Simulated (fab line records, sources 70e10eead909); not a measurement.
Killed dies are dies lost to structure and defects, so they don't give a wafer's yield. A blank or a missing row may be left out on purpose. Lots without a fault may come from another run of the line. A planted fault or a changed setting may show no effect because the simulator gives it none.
Chamber matching | flow nand_harc | NHARC_A_WL_FILL_ALD_02 on ald_metal-02: 4 sister chambers
The step deposits TiN, target thk 2 nm, pulse time 3 s, ald cycles 100. 4 wafers are shown with their chamber, then 9 later ones without.

WAFERS WITH THEIR CHAMBER
wafer  | chamber | heater_power_w (W)
L085.1 | 0       | 1074
L089.1 | 3       | 1123
L089.2 | 1       | 1060
L089.4 | 2       | 1009

WAFERS WITHOUT THEIR CHAMBER
wafer  | heater_power_w (W)
L093.1 | 992
L093.4 | 1053
L093.6 | 1064
L091.4 | 1055
L091.5 | 975
L091.6 | 1062
L094.2 | 1077
L094.3 | 999
L094.5 | 1129

WHICH CHAMBER EACH WENT THROUGH
wafer  | from the rows above     | in truth
L093.1 | 2                       | 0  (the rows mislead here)
L093.4 | can't be placed: 1 or 0 | 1
L093.6 | can't be placed: 1 or 0 | 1
L091.4 | can't be placed: 1 or 0 | 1
L091.5 | 2                       | 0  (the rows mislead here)
L091.6 | can't be placed: 1 or 0 | 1
L094.2 | can't be placed: 0 or 1 | 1
L094.3 | 2                       | 2
L094.5 | 3                       | 3
Placed correctly: 2 of 9. Can't be placed from these rows: 5 (the true chamber is among the candidates in 5). Placed wrongly: 2.
How it was worked out, from the rows above alone: a wafer's distance from a chamber is the root of the sum, over the readings, of the square of ((its reading less the chamber's mean) divided by the reading's scatter). The wafer belongs to the nearest chamber; if the next one is less than 2 further off, it can't be placed. A chamber's mean is the mean of its shown wafers. The scatter: with one shown wafer a chamber, the root of the mean of the squares of how far each hidden wafer lies from its nearest shown one.
